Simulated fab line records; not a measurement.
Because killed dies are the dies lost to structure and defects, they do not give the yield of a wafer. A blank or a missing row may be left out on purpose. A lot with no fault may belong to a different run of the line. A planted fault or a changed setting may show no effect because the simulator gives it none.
What tool caused it?	flow nand_harc	Sampling: 24 lots, 72 wafers, 6 of 1302 route steps

== WHAT THE GAUGES READ, wafer by wafer ==
The record lacks any reading of a measuring or inspecting step that a usual standard deviation could be used to judge.

== WHICH TOOL RAN EACH LOT (tool, then ch and the chambers of the sampled wafers, then the start) ==
lot	NHARC_P_M0_PRE_CLEAN_29	NHARC_P_M0_ANNEAL_30	NHARC_P_M1_DESCUM_14	NHARC_P_M1_PVD_20	NHARC_P_M1_PVD_21	NHARC_P_M1_ANNEAL_31
L074	pvd_sputter-01, day 6 02:50 or earlier	rtp_anneal-02 ch 0, day 6 02:50	rie_diel-08 ch 0,2,3, day 6 05:08	pvd_sputter-01, day 6 07:28 or earlier	pvd_sputter-01, day 6 07:28 or earlier	rtp_anneal-02 ch 0, day 6 07:28
L075	pvd_sputter-03, day 6 11:26 or earlier	rtp_anneal-02 ch 0, day 6 11:26	rie_diel-08 ch 0,1,2, day 6 13:47	pvd_sputter-03, day 6 15:35 or earlier	pvd_sputter-03, day 6 15:35 or earlier	rtp_anneal-01 ch 0, day 6 15:35
L076	pvd_sputter-03, day 7 00:14 or earlier	rtp_anneal-02 ch 0, day 7 00:14	rie_diel-08 ch 0,1,2, day 7 02:40	pvd_sputter-03, day 7 04:25 or earlier	pvd_sputter-03, day 7 04:25 or earlier	rtp_anneal-01 ch 0, day 7 04:25
L077	pvd_sputter-03, day 7 15:28 or earlier	rtp_anneal-02 ch 0, day 7 15:28	rie_diel-08 ch 1,3, day 7 17:45	pvd_sputter-02, day 7 19:36 or earlier	pvd_sputter-02, day 7 19:36 or earlier	rtp_anneal-02 ch 0, day 7 19:36
L078	pvd_sputter-01, day 7 15:47 or earlier	rtp_anneal-01 ch 0, day 7 15:47	rie_diel-09 ch 1,3, day 7 18:04	pvd_sputter-03, day 7 20:03 or earlier	pvd_sputter-03, day 7 20:03 or earlier	rtp_anneal-01 ch 0, day 7 20:03
L079	pvd_sputter-02, day 8 01:05 or earlier	rtp_anneal-01 ch 0, day 8 01:05	rie_diel-08 ch 0,3, day 8 03:30	pvd_sputter-02, day 8 05:14 or earlier	pvd_sputter-02, day 8 05:14 or earlier	rtp_anneal-02 ch 0, day 8 05:14
L080	pvd_sputter-03, day 8 17:19 or earlier	rtp_anneal-02 ch 0, day 8 17:19	rie_diel-04 ch 0,1,2, day 8 20:10	pvd_sputter-01, day 8 21:56 or earlier	pvd_sputter-01, day 8 21:56 or earlier	rtp_anneal-02 ch 0, day 8 21:56
L081	pvd_sputter-02, day 8 22:22 or earlier	rtp_anneal-01 ch 0, day 8 22:22	rie_diel-09 ch 0,1,3, day 9 00:43	pvd_sputter-01, day 9 02:47 or earlier	pvd_sputter-01, day 9 02:47 or earlier	rtp_anneal-01 ch 0, day 9 02:47
L082	pvd_sputter-02, day 9 20:11 or earlier	rtp_anneal-02 ch 0, day 9 20:11	rie_diel-08 ch 1,3, day 9 22:34	pvd_sputter-01, day 10 00:25 or earlier	pvd_sputter-01, day 10 00:25 or earlier	rtp_anneal-01 ch 0, day 10 00:25
L083	pvd_sputter-02, day 10 00:22 or earlier	rtp_anneal-02 ch 0, day 10 00:22	rie_diel-04 ch 0,1,2, day 10 02:41	pvd_sputter-03, day 10 04:31 or earlier	pvd_sputter-03, day 10 04:31 or earlier	rtp_anneal-02 ch 0, day 10 04:31
L084	pvd_sputter-01, day 10 04:06 or earlier	rtp_anneal-01 ch 0, day 10 04:06	rie_diel-09 ch 0,1,3, day 10 06:32	pvd_sputter-01, day 10 08:18 or earlier	pvd_sputter-01, day 10 08:18 or earlier	rtp_anneal-01 ch 0, day 10 08:18
L085	pvd_sputter-02, day 10 16:50 or earlier	rtp_anneal-02 ch 0, day 10 16:50	rie_diel-08 ch 0,3, day 10 19:11	pvd_sputter-02, day 10 21:08 or earlier	pvd_sputter-02, day 10 21:08 or earlier	rtp_anneal-01 ch 0, day 10 21:08
L086	pvd_sputter-03, day 10 22:40 or earlier	rtp_anneal-01 ch 0, day 10 22:40	rie_diel-09 ch 0,2, day 11 01:04	pvd_sputter-03, day 11 02:50 or earlier	pvd_sputter-03, day 11 02:50 or earlier	rtp_anneal-02 ch 0, day 11 02:50
L087	pvd_sputter-03, day 11 09:18 or earlier	rtp_anneal-01 ch 0, day 11 09:18	rie_diel-09 ch 0,1,3, day 11 11:45	pvd_sputter-02, day 11 13:35 or earlier	pvd_sputter-02, day 11 13:35 or earlier	rtp_anneal-01 ch 0, day 11 13:35
L089	pvd_sputter-01, day 12 05:38 or earlier	rtp_anneal-01 ch 0, day 12 05:38	rie_diel-09 ch 1,2, day 12 07:56	pvd_sputter-03, day 12 09:44 or earlier	pvd_sputter-03, day 12 09:44 or earlier	rtp_anneal-01 ch 0, day 12 09:44
L088	pvd_sputter-03, day 12 06:27 or earlier	rtp_anneal-01 ch 0, day 12 06:27	rie_diel-09 ch 1,2, day 12 08:49	pvd_sputter-01, day 12 10:37 or earlier	pvd_sputter-01, day 12 10:37 or earlier	rtp_anneal-01 ch 0, day 12 10:37
L090	pvd_sputter-01, day 12 20:14 or earlier	rtp_anneal-01 ch 0, day 12 20:14	rie_diel-09 ch 0,2,3, day 12 22:40	pvd_sputter-03, day 13 00:31 or earlier	pvd_sputter-03, day 13 00:31 or earlier	rtp_anneal-01 ch 0, day 13 00:31
L091	pvd_sputter-01, day 13 00:09 or earlier	rtp_anneal-02 ch 0, day 13 00:09	rie_diel-09 ch 0,1, day 13 02:33	pvd_sputter-01, day 13 04:19 or earlier	pvd_sputter-01, day 13 04:19 or earlier	rtp_anneal-01 ch 0, day 13 04:19
L092	pvd_sputter-02, day 13 20:04 or earlier	rtp_anneal-02 ch 0, day 13 20:04	rie_diel-09 ch 0,3, day 13 22:26	pvd_sputter-01, day 14 00:15 or earlier	pvd_sputter-01, day 14 00:15 or earlier	rtp_anneal-01 ch 0, day 14 00:15
L093	pvd_sputter-02, day 14 00:23 or earlier	rtp_anneal-02 ch 0, day 14 00:23	rie_diel-09 ch 2,3, day 14 02:46	pvd_sputter-02, day 14 04:35 or earlier	pvd_sputter-02, day 14 04:35 or earlier	rtp_anneal-02 ch 0, day 14 04:35
L094	pvd_sputter-01, day 14 13:52 or earlier	rtp_anneal-02 ch 0, day 14 13:52	rie_diel-08 ch 0,1,2, day 14 16:17	pvd_sputter-02, day 14 18:02 or earlier	pvd_sputter-02, day 14 18:02 or earlier	rtp_anneal-01 ch 0, day 14 18:02
L095	pvd_sputter-03, day 14 15:41 or earlier	rtp_anneal-02 ch 0, day 14 15:41	rie_diel-09 ch 0,1, day 14 18:02	pvd_sputter-01, day 14 19:50 or earlier	pvd_sputter-01, day 14 19:50 or earlier	rtp_anneal-02 ch 0, day 14 19:50
L096	pvd_sputter-03, day 15 08:20 or earlier	rtp_anneal-01 ch 0, day 15 08:20	rie_diel-09 ch 0,2,3, day 15 10:29	pvd_sputter-01, day 15 12:24 or earlier	pvd_sputter-01, day 15 12:24 or earlier	rtp_anneal-02 ch 0, day 15 12:24
L097	pvd_sputter-01, day 16 01:23 or earlier	rtp_anneal-02 ch 0, day 16 01:23	rie_diel-09 ch 0,1,2, day 16 03:40	pvd_sputter-01, day 16 05:25 or earlier	pvd_sputter-01, day 16 05:25 or earlier	rtp_anneal-02 ch 0, day 16 05:25
- NHARC_P_M0_PRE_CLEAN_29: time 30 s.
- NHARC_P_M0_ANNEAL_30: time 90 s.
- NHARC_P_M1_DESCUM_14: chemistry O2, time 3 s.
- NHARC_P_M1_PVD_20: deposits TaN, target thk 5 nm, time 8.06 s.
- NHARC_P_M1_PVD_21: deposits Cu, target thk 30 nm, time 20.49 s.
- NHARC_P_M1_ANNEAL_31: time 90 s.

== WHAT THE TOOLS THEMSELVES READ (means of the sampled wafers that have a number; where no wafer has one, the mark that the record gives instead) ==
NHARC_P_M0_PRE_CLEAN_29. Usual: heater_power_w reads 428 W (standard deviation 34).
lot	tool	heater_power_w (W)	flag
L074	pvd_sputter-01	441	
L075	pvd_sputter-03	429	
L076	pvd_sputter-03	419	
L077	pvd_sputter-03	432	
L078	pvd_sputter-01	427	
L079	pvd_sputter-02	443	
L080	pvd_sputter-03	437	
L081	pvd_sputter-02	399	
L082	pvd_sputter-02	458	
L083	pvd_sputter-02	451	
L084	pvd_sputter-01	429	
L085	pvd_sputter-02	429	
L086	pvd_sputter-03	433	
L087	pvd_sputter-03	416	
L089	pvd_sputter-01	421	
L088	pvd_sputter-03	429	
L090	pvd_sputter-01	426	
L091	pvd_sputter-01	434	
L092	pvd_sputter-02	373	
L093	pvd_sputter-02	467	
L094	pvd_sputter-01	426	
L095	pvd_sputter-03	407	
L096	pvd_sputter-03	425	
L097	pvd_sputter-01	423	

NHARC_P_M0_ANNEAL_30. Usual: wafer_temp_C_max reads 225.99 (standard deviation 0.23).
lot	tool	wafer_temp_C_max	flag
L074	rtp_anneal-02	226.04	
L075	rtp_anneal-02	225.99	
L076	rtp_anneal-02	226.18	
L077	rtp_anneal-02	226.08	
L078	rtp_anneal-01	225.97	
L079	rtp_anneal-01	226.03	
L080	rtp_anneal-02	225.96	
L081	rtp_anneal-01	226.07	
L082	rtp_anneal-02	225.77	
L083	rtp_anneal-02	226.12	
L084	rtp_anneal-01	225.80	
L085	rtp_anneal-02	225.94	
L086	rtp_anneal-01	225.75	
L087	rtp_anneal-01	226.04	
L089	rtp_anneal-01	226.09	
L088	rtp_anneal-01	225.93	
L090	rtp_anneal-01	226.13	
L091	rtp_anneal-02	225.95	
L092	rtp_anneal-02	226.09	
L093	rtp_anneal-02	226.01	
L094	rtp_anneal-02	226.04	
L095	rtp_anneal-02	226.10	
L096	rtp_anneal-01	225.75	
L097	rtp_anneal-02	225.97	

NHARC_P_M1_DESCUM_14. Usual: drypump_motor_current_A 5.61 A, standard deviation 0.27; oes_product_au 1.000 a.u., standard deviation 0.0066; rf_vpp_V 57.5 V, standard deviation 0.92; showerhead_plenum_p_Torr 1.86 Torr, standard deviation 0.074; throttle_valve_pct 11.309 %, standard deviation 0.0096.
lot	tool	drypump_motor_current_A (A)	oes_product_au (a.u.)	rf_vpp_V (V)	showerhead_plenum_p_Torr (Torr)	throttle_valve_pct (%)	flag
L074	rie_diel-08	5.33	1.000	58.2	1.93	11.309	
L075	rie_diel-08	5.43	1.004	57.7	1.86	11.315	
L076	rie_diel-08	5.41	1.001	57.6	1.86	11.314	
L077	rie_diel-08	5.81	0.999	57.0	1.89	11.298	
L078	rie_diel-09	5.65	1.004	58.0	1.82	11.306	
L079	rie_diel-08	5.45	1.008	57.0	1.88	11.312	
L080	rie_diel-04	5.91	1.000	57.6	1.88	11.322	
L081	rie_diel-09	5.69	1.003	56.6	1.85	11.309	
L082	rie_diel-08	5.71	0.992	56.9	1.95	11.313	
L083	rie_diel-04	5.92	1.009	57.6	1.88	11.313	
L084	rie_diel-09	5.70	1.001	58.0	1.85	11.301	
L085	rie_diel-08	5.54	0.992	56.7	1.95	11.309	
L086	rie_diel-09	5.58	0.997	56.5	1.87	11.316	
L087	rie_diel-09	5.69	1.007	56.8	1.84	11.318	
L089	rie_diel-09	5.48	0.994	58.2	1.79	11.312	
L088	rie_diel-09	5.48	0.996	57.3	1.79	11.304	
L090	rie_diel-09	5.71	0.989	57.3	1.83	11.309	
L091	rie_diel-09	5.53	1.004	57.5	1.85	11.294	
L092	rie_diel-09	5.85	1.003	57.9	1.83	11.307	
L093	rie_diel-09	5.65	0.998	57.7	1.78	11.305	
L094	rie_diel-08	5.41	1.008	58.4	1.86	11.309	
L095	rie_diel-09	5.53	1.005	56.8	1.85	11.303	
L096	rie_diel-09	5.69	0.998	57.6	1.83	11.308	
L097	rie_diel-09	5.52	0.995	56.4	1.84	11.307	

NHARC_P_M1_PVD_20. Usual: throttle_valve_pct reads 30.6 % (standard deviation 0.83).
lot	tool	throttle_valve_pct (%)	flag
L074	pvd_sputter-01	30.4	
L075	pvd_sputter-03	30.9	
L076	pvd_sputter-03	30.9	
L077	pvd_sputter-02	30.7	
L078	pvd_sputter-03	30.9	
L079	pvd_sputter-02	30.8	
L080	pvd_sputter-01	31.0	
L081	pvd_sputter-01	31.1	
L082	pvd_sputter-01	30.3	
L083	pvd_sputter-03	30.6	
L084	pvd_sputter-01	31.1	
L085	pvd_sputter-02	30.4	
L086	pvd_sputter-03	30.9	
L087	pvd_sputter-02	30.5	
L089	pvd_sputter-03	30.7	
L088	pvd_sputter-01	31.3	
L090	pvd_sputter-03	31.1	
L091	pvd_sputter-01	30.8	
L092	pvd_sputter-01	30.1	
L093	pvd_sputter-02	30.9	
L094	pvd_sputter-02	30.3	
L095	pvd_sputter-01	30.6	
L096	pvd_sputter-01	31.7	
L097	pvd_sputter-01	30.3	

NHARC_P_M1_PVD_21. Usual: throttle_valve_pct reads 30.6 % (standard deviation 0.85).
lot	tool	throttle_valve_pct (%)	flag
L074	pvd_sputter-01	31.3	
L075	pvd_sputter-03	30.9	
L076	pvd_sputter-03	30.7	
L077	pvd_sputter-02	30.2	
L078	pvd_sputter-03	31.4	
L079	pvd_sputter-02	30.2	
L080	pvd_sputter-01	31.0	
L081	pvd_sputter-01	30.4	
L082	pvd_sputter-01	30.6	
L083	pvd_sputter-03	30.6	
L084	pvd_sputter-01	31.0	
L085	pvd_sputter-02	30.2	
L086	pvd_sputter-03	30.2	
L087	pvd_sputter-02	30.3	
L089	pvd_sputter-03	30.7	
L088	pvd_sputter-01	30.7	
L090	pvd_sputter-03	31.2	
L091	pvd_sputter-01	30.7	
L092	pvd_sputter-01	30.8	
L093	pvd_sputter-02	30.7	
L094	pvd_sputter-02	30.3	
L095	pvd_sputter-01	31.7	
L096	pvd_sputter-01	30.8	
L097	pvd_sputter-01	30.0	

NHARC_P_M1_ANNEAL_31. Usual: wafer_temp_C_max reads 225.94 (standard deviation 0.23).
lot	tool	wafer_temp_C_max	flag
L074	rtp_anneal-02	226.18	
L075	rtp_anneal-01	225.89	
L076	rtp_anneal-01	225.95	
L077	rtp_anneal-02	226.13	
L078	rtp_anneal-01	225.84	
L079	rtp_anneal-02	226.12	
L080	rtp_anneal-02	226.13	
L081	rtp_anneal-01	225.80	
L082	rtp_anneal-01	226.00	
L083	rtp_anneal-02	226.28	
L084	rtp_anneal-01	225.77	
L085	rtp_anneal-01	226.01	
L086	rtp_anneal-02	225.59	
L087	rtp_anneal-01	225.86	
L089	rtp_anneal-01	226.02	
L088	rtp_anneal-01	226.03	
L090	rtp_anneal-01	225.98	
L091	rtp_anneal-01	225.85	
L092	rtp_anneal-01	226.06	
L093	rtp_anneal-02	225.86	
L094	rtp_anneal-01	225.60	
L095	rtp_anneal-02	225.93	
L096	rtp_anneal-02	225.83	
L097	rtp_anneal-02	226.01	

== THE ANSWER, worked out from the rows above alone ==
Rule: take the mean of a lot's wafers that have a number; if it is more than 3 standard deviations from the usual mean, the lot is off. Also off: a lot with no number at a reading for which 4 or more lots have one. Any other lot the step has rows for is counted as sound. First the gauges in route order, then the tools' own readings, where a lot's mean is used as printed above. At the first step where some lot is off, the reading lying furthest off is the one used; lots without a number count as furthest.
Nothing can be told from this: no lot is off at any reading shown.

== WHAT THE SIMULATOR HAD INSERTED ==
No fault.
